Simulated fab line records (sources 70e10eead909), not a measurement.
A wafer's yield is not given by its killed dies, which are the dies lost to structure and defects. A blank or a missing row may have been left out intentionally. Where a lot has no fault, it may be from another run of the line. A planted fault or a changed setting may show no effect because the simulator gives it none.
fab line records	flow nand_harc
[record] lots = 5	wafers = 15	last_day = 24
route steps=1159 shown P_CONTACT@225 END@1159
lots untouched by any fault: they come from a run of this same line in which no faults occurred
start_h: hours from the record's first day to the start of the lot's first wafer shown	wait_h: time in hours since the lot's previous step	" same as the row above	L1.1+2: a row that stands for several wafers	- no value, or no start given	* or withheld: withheld	< > ~ a bound
route shown NAME@n: a module of which the file shows steps, and the number in the route of the first	usual: mean and standard deviation over wafers with no fault	same: alike in all rows	chamber/n: place in a boat	sites: per-site readings	_std_site: their standard deviation	_edge_site: the outer-site mean with the inner-site mean subtracted	radius_mm: how far each site lies from the wafer's centre	mask NAME#n: copy n	behind: the most recent tool/chamber to have shaped the wafer	hold: what put the lot on hold/how long, in hours/how the hold closed	device: the n, p or np transistor that did not switch	end of line: at the end of the route, the tests of the same wafers	step lacking rows: just its recipe	killed: count of dies lost to structure and defects at first sort (not the wafer's yield)	map: per-die view of a wafer (x killed, . not killed, _ where there is no die)
set.NAME: the setting the step ran with; set.NAME@STEP: the setting that earlier step ran with	model.NAME: the simulator's own value behind a step, which no gauge read
a table for each step, a row for each wafer; lots at some steps of the route
services: a tool's chamber out of use, with start hour (start_h, from the record's first day; less than 0 if before it), hours out, and reason
[[steps]]
[step NHARC_P_CONTACT_COAT_34]
[recipe] temp_c = 225	time_s = 65
[step NHARC_P_CONTACT_COAT_06]
[recipe] spin_rpm = 1500	resist_thk_nm = 90
[step NHARC_P_CONTACT_SOFTBAKE_07]
[recipe] temp_c = 105	time_s = 55
[step NHARC_P_CONTACT_EBR_08]
[step NHARC_P_CONTACT_EXPOSE_09]
[recipe] na = 1.35	target_cd_nm = 90	dose_mj = 81.26	mask_id = P_CA
[step NHARC_P_CONTACT_PEB_10]
[recipe] peb_temp_c = 100	peb_time_s = 65
[step NHARC_P_CONTACT_DEVELOP_11]
[recipe] develop_time_s = 35	dev_temp_c = 23
[step NHARC_P_CONTACT_CD_MEAS_12]
[recipe] target_cd_nm = 90	landing_energy_ev = 500
[usual] cd_nm = 90.3/0.58
lot.wafer	tool	chamber	start_h	wait_h	cd_nm
L115.2	cd_sem-02	0	124.67	-	90.3
L115.3	"	0	"	"	90.4
L115.5	"	0	"	"	91.4
L121.2	cd_sem-02	0	153.92	-	90.0
L121.4	"	0	"	"	90.7
L121.6	"	0	"	"	89.9
L123.1	cd_sem-01	0	173.31	-	90.0
L123.5	"	0	"	"	89.6
L123.6	"	0	"	"	88.9
L130.1	cd_sem-02	0	211.06	-	89.4
L130.5	"	0	"	"	90.4
L130.6	"	0	"	"	89.9
L134.3	cd_sem-01	0	235.83	-	90.2
L134.5	"	0	"	"	90.5
L134.6	"	0	"	"	90.7
[step NHARC_P_CONTACT_OVL_MEAS_13]
[usual] overlay_x_nm = 0.0/0.8	overlay_y_nm = 0.0/0.98
lot.wafer	tool	chamber	start_h	wait_h	overlay_x_nm	overlay_y_nm
L115.2	overlay-01	-	124.75	-	0.3	0.8
L115.3	"	-	"	"	0.3	0.7
L115.5	"	-	"	"	0.4	1.1
L121.2	overlay-02	-	154.01	-	1.0	-0.6
L121.4	"	-	"	"	0.6	-1.0
L121.6	"	-	"	"	0.8	-1.1
L123.1	overlay-02	-	173.40	-	-1.0	1.5
L123.5	"	-	"	"	-1.0	1.9
L123.6	"	-	"	"	-0.9	1.5
L130.1	overlay-01	-	211.15	-	-0.1	-0.7
L130.5	"	-	"	"	-0.6	-0.8
L130.6	"	-	"	"	-0.3	-1.0
L134.3	overlay-02	-	235.91	-	-0.8	1.0
L134.5	"	-	"	"	-0.9	1.0
L134.6	"	-	"	"	-1.3	0.6
[step NHARC_P_CONTACT_INSPECT_14]
[usual] raw_defect_count = 3.6/2
lot.wafer	tool	chamber	start_h	wait_h	raw_defect_count
L115.2	defect_inspect-01	-	124.79	0.0	4
L115.3	"	-	"	"	0
L115.5	"	-	"	"	3
L121.2	defect_inspect-01	-	154.04	0.0	3
L121.4	"	-	"	"	6
L121.6	"	-	"	"	2
L123.1	defect_inspect-02	-	173.43	0.0	4
L123.5	"	-	"	"	5
L123.6	"	-	"	"	3
L130.1	defect_inspect-01	-	211.18	0.0	7
L130.5	"	-	"	"	2
L130.6	"	-	"	"	6
L134.3	defect_inspect-01	-	235.95	0.0	5
L134.5	"	-	"	"	2
L134.6	"	-	"	"	3
[step NHARC_P_CONTACT_DESCUM_17]
[recipe] time_s = 3	o2_flow_sccm = 200	ar_flow_sccm = 0	bias_power_w = 0	chemistry = O2
[usual] drypump_motor_current_A = 5.7/0.41	oes_product_au = 1.000/0.0097	rf_vpp_V = 57.7/0.91	showerhead_plenum_p_Torr = 1.90/0.073	throttle_valve_pct = 11.311/0.0093
lot.wafer	tool	chamber	start_h	wait_h	drypump_motor_current_A	oes_product_au	rf_hours_counter_h	rf_vpp_V	showerhead_plenum_p_Torr	throttle_valve_pct
L115.3	rie_diel-11	3	124.86	0.1	5.9	1.016	9	57.4	1.85	11.307
L115.2	"	0	"	"	5.4	0.993	12	57.1	2.00	11.306
L115.5	"	2	"	"	6.1	0.996	-	57.1	1.98	11.322
L121.4	rie_diel-11	1	154.10	0.1	6.3	1.006	14	57.1	1.84	11.314
L121.2	"	3	"	"	5.9	1.007	11	57.4	1.85	11.308
L121.6	"	2	"	"	6.1	0.989	-	56.8	1.98	11.323
L123.1	rie_diel-10	3	173.51	0.1	5.7	1.010	15	57.8	1.80	11.287
L123.6	"	1	"	"	5.1	1.018	-	58.3	1.82	11.312
L123.5	"	2	"	"	5.2	1.008	-	58.4	1.96	11.308
L130.1	rie_diel-11	1	211.25	0.1	6.3	0.996	1	58.9	1.84	11.295
L130.6	"	1	"	"	6.3	0.981	-	57.7	1.84	11.286
L130.5	"	2	"	"	6.1	1.000	-	58.4	1.97	11.313
L134.3	rie_diel-10	3	236.01	0.1	5.7	1.007	4	58.5	1.80	11.317
L134.6	"	3	"	"	5.7	1.013	-	58.2	1.80	11.298
L134.5	"	0	"	"	5.7	1.009	-	58.3	1.91	11.320
[step NHARC_P_CONTACT_ETCH_35]
[recipe] target_depth_a = 390	over_etch_frac = 0.3	time_s = 65	ion_energy_ev = 80	cf4_flow_sccm = 150	ar_flow_sccm = 0	rf_w = 300	bias_w = 100	chemistry = CF4
[usual] drypump_motor_current_A = 5.7/0.41	oes_product_au = 1.000/0.0098	over_etch_frac = 0.3/0	rf_vpp_V = 151.1/1.1	showerhead_plenum_p_Torr = 1.75/0.063	throttle_valve_pct = 13.283/0.0092
lot.wafer	tool	chamber	start_h	wait_h	drypump_motor_current_A	oes_product_au	over_etch_frac	rf_hours_counter_h	rf_vpp_V	showerhead_plenum_p_Torr	throttle_valve_pct
L115.3	rie_diel-11	3	124.94	0.1	5.9	1.008	0.3	9	151.6	1.72	13.281
L115.2	"	1	"	"	6.3	1.001	0.3	12	151.7	1.71	13.272
L115.5	"	2	"	"	6.1	1.005	0.3	-	151.9	1.82	13.287
L121.2	rie_diel-11	2	154.19	0.1	6.1	0.996	0.3	14	150.6	1.82	13.309
L121.4	"	1	"	"	6.3	1.002	0.3	14	150.3	1.71	13.273
L121.6	"	3	"	"	5.9	1.016	0.3	-	150.5	1.72	13.279
L123.1	rie_diel-10	2	173.58	0.1	5.2	1.009	0.3	14	151.5	1.81	13.277
L123.6	"	2	"	"	5.2	1.014	0.3	-	153.1	1.81	13.282
L123.5	"	3	"	"	5.8	1.016	0.3	-	149.1	1.67	13.288
L130.1	rie_diel-11	3	211.34	0.1	5.9	1.019	0.3	1	149.1	1.71	13.285
L130.6	"	1	"	"	6.3	0.992	0.3	-	150.6	1.70	13.290
L130.5	"	2	"	"	6.1	1.003	0.3	-	152.7	1.82	13.287
L134.3	rie_diel-10	1	236.09	0.1	5.1	1.003	0.3	5	149.6	1.68	13.273
L134.6	"	1	"	"	5.1	0.999	0.3	-	150.1	1.68	13.292
L134.5	"	2	"	"	5.2	0.990	0.3	-	153.3	1.81	13.291
[step NHARC_P_CONTACT_ETCH_36]
[recipe] target_depth_a = 2600	over_etch_frac = 0.25	time_s = 406.25	ion_energy_ev = 200	n2_flow_sccm = 150	h2_flow_sccm = 150	ar_flow_sccm = 0	rf_w = 400	bias_w = 150	chemistry = N2/H2
[usual] drypump_motor_current_A = 5.7/0.39	oes_product_au = 0.998/0.0089	over_etch_frac = 0.25/0	rf_vpp_V = 430.0/2.4	showerhead_plenum_p_Torr = 2.02/0.08	throttle_valve_pct = 14.171/0.01
lot.wafer	tool	chamber	start_h	wait_h	drypump_motor_current_A	oes_product_au	over_etch_frac	rf_hours_counter_h	rf_vpp_V	showerhead_plenum_p_Torr	throttle_valve_pct
L115.3	rie_diel-11	1	125.09	-	6.3	1.000	0.25	12	427.3	1.96	14.174
L115.2	"	2	"	"	6.1	0.996	0.25	12	431.8	2.11	14.165
L115.5	"	0	"	"	5.4	0.983	0.25	-	433.6	2.14	14.169
L121.4	rie_diel-11	0	154.34	-	5.4	0.984	0.25	15	433.1	2.14	14.173
L121.2	"	1	"	"	6.3	1.001	0.4597	15	427.9	1.96	14.187
L121.6	"	2	"	"	6.1	0.985	0.25	-	430.5	2.11	14.167
L123.1	rie_diel-10	0	173.70	-	5.8	1.014	0.25	14	431.7	2.04	14.172
L123.6	"	3	"	"	5.7	1.009	0.25	-	425.6	1.92	14.188
L123.5	"	0	"	"	5.7	1.001	0.25	-	432.1	2.04	14.178
L130.1	rie_diel-11	1	211.45	-	6.3	0.997	0.25	1	428.5	1.96	14.182
L130.5	"	0	"	"	5.4	1.005	0.25	-	433.5	2.14	14.187
L130.6	"	1	"	"	6.3	0.989	0.25	-	429.8	1.96	14.172
L134.3	rie_diel-10	3	236.21	-	5.7	1.007	0.25	4	427.0	1.92	14.178
L134.5	"	2	"	"	5.2	0.979	0.25	-	432.7	2.09	14.178
L134.6	"	3	"	"	5.7	1.004	0.25	-	425.2	1.92	14.164
[step NHARC_P_CONTACT_ETCH_18]
[recipe] target_depth_a = 4810	time_s = 240.5	c4f8_flow_sccm = 20	o2_flow_sccm = 10	ar_flow_sccm = withheld	rf_w = 600	bias_w = 1500	chemistry = C4F8/O2/Ar
[usual] oes_product_au = 0.963/0.016	rf_vpp_V = 977/5
lot.wafer	tool	chamber	start_h	wait_h	oes_product_au	rf_hours_counter_h	rf_vpp_V
L115.3	rie_diel-11	2	-	-	0.957	12	983
L115.2	"	0	"	"	0.956	12	984
L115.5	"	2	"	"	0.957	-	983
L121.2	rie_diel-11	1	-	-	0.957	15	974
L121.4	"	3	"	"	0.980	12	974
L121.6	"	2	"	"	0.959	-	984
L123.1	rie_diel-10	2	-	-	0.968	14	981
L123.5	"	3	"	"	0.981	-	971
L123.6	"	0	"	"	0.981	-	977
L130.1	rie_diel-11	3	-	-	0.976	1	975
L130.6	"	2	"	"	0.970	-	981
L130.5	"	3	"	"	0.976	-	975
L134.3	rie_diel-10	2	-	-	0.957	6	981
L134.5	"	3	"	"	0.949	-	972
L134.6	"	0	"	"	0.940	-	977
[step NHARC_END_SORT_01]
[recipe] temp_c = 25
[usual] killed_at_array = 25/9.2	killed_at_other = 0.9/1.3	killed_at_periphery = 3.3/2.3	killed_dies = 29/9.6	killed_open = 3.2/1.8	killed_short = 2/1.4
[same] gross_dies = 677
lot.wafer	tool	chamber	start_h	wait_h	killed_at_array	killed_at_other	killed_at_periphery	killed_dies	killed_open	killed_short
L130.1	prober-02	0	559.43	2.5	12	2	5	19	6	0
L130.5	prober-02	0	562.63	3.7	15	2	2	19	3	0
L130.6	prober-02	0	563.43	4.0	19	1	5	25	6	1
// killed by level:class
L130.1 P_ZERO_WELL:chamber_film_flake=4 A_STAIRCASE:chamber_film_flake=3 A_CONTACT:chamber_film_flake=3 A_ONON_D1:geometric_particle:open=2 A_CHANNEL_HOLE_D1:chamber_film_flake=2 P_M2:geometric_particle:open=1 A_SGD_CUT:geometric_particle:open=1 A_CONTACT:geometric_particle:open=1
L130.5 A_CONTACT:chamber_film_flake=6 A_CHANNEL_HOLE_D1:chamber_film_flake=4 A_STAIRCASE:chamber_film_flake=2 THIN_TSV:chamber_film_flake=2 A_SLIT:geometric_particle:open=1 A_CONTACT:geometric_particle:open=1 A_M0:geometric_particle:open=1 P_STI:chamber_film_flake=1
L130.6 A_CONTACT:chamber_film_flake=6 A_CHANNEL_HOLE_D1:chamber_film_flake=4 A_STAIRCASE:chamber_film_flake=4 P_CONTACT:geometric_particle:open=2 A_SGD_CUT:geometric_particle:short=1 A_WL_FILL:geometric_particle:open=1 A_CONTACT:geometric_particle:open=1 A_BLC:geometric_particle:open=1
[[services]]
tool	chamber	start_h	hours	kind
rie_diel-10	0	112.68	4.6	repair
rie_diel-11	0	119.55	-	clean
rie_diel-11	1	119.55	-	clean
rie_diel-11	2	119.55	-	clean
rie_diel-11	3	119.55	-	clean
rie_diel-11	0	144.05	-	clean
rie_diel-11	1	144.05	-	clean
rie_diel-11	2	144.05	-	clean
rie_diel-11	3	144.05	-	clean
rie_diel-11	0	168.55	-	clean
rie_diel-11	1	168.55	-	clean
rie_diel-11	2	168.55	-	clean
rie_diel-11	3	168.55	-	clean
rie_diel-10	-	176.50	9.0	pm
rie_diel-11	-	189.55	9.0	pm
rie_diel-11	0	189.55	9.0	vent_cycle
rie_diel-11	1	189.55	9.0	vent_cycle
rie_diel-11	2	189.55	9.0	vent_cycle
rie_diel-11	3	189.55	9.0	vent_cycle
rie_diel-10	3	195.26	3.1	repair
rie_diel-11	0	198.55	-	clean
rie_diel-11	1	198.55	-	clean
rie_diel-11	2	198.55	-	clean
rie_diel-11	3	198.55	-	clean
[[key]]
[first_sign] step = NHARC_P_CONTACT_ETCH_36	reading = over_etch_frac	direction = up	sigmas = 99+	usual = 0.25	struck = 0.4597
effect none on later readings
met_at NHARC_P_CONTACT_ETCH_36
struck_wafers L121.2
tester_left_out L121
onset_between 125.09 154.34
[fault] kind = process_parameter_drift	tool = rie_diel-11	chamber = 1	onset_h = 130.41	steps = NHARC_P_CONTACT_ETCH_36	channel = over_etch_frac	offset = 0.2097	shape = step	end_h = 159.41	acts_in = these_recipes_only	stated = 0.25
// tester_left_out: of these lots the tester's yield and bins aren't shown, on N5 and GAA mostly nor the transistor test; their killed dies are dies lost to structure and defects alone, not to doping, threshold or leakage, so they don't give the yield
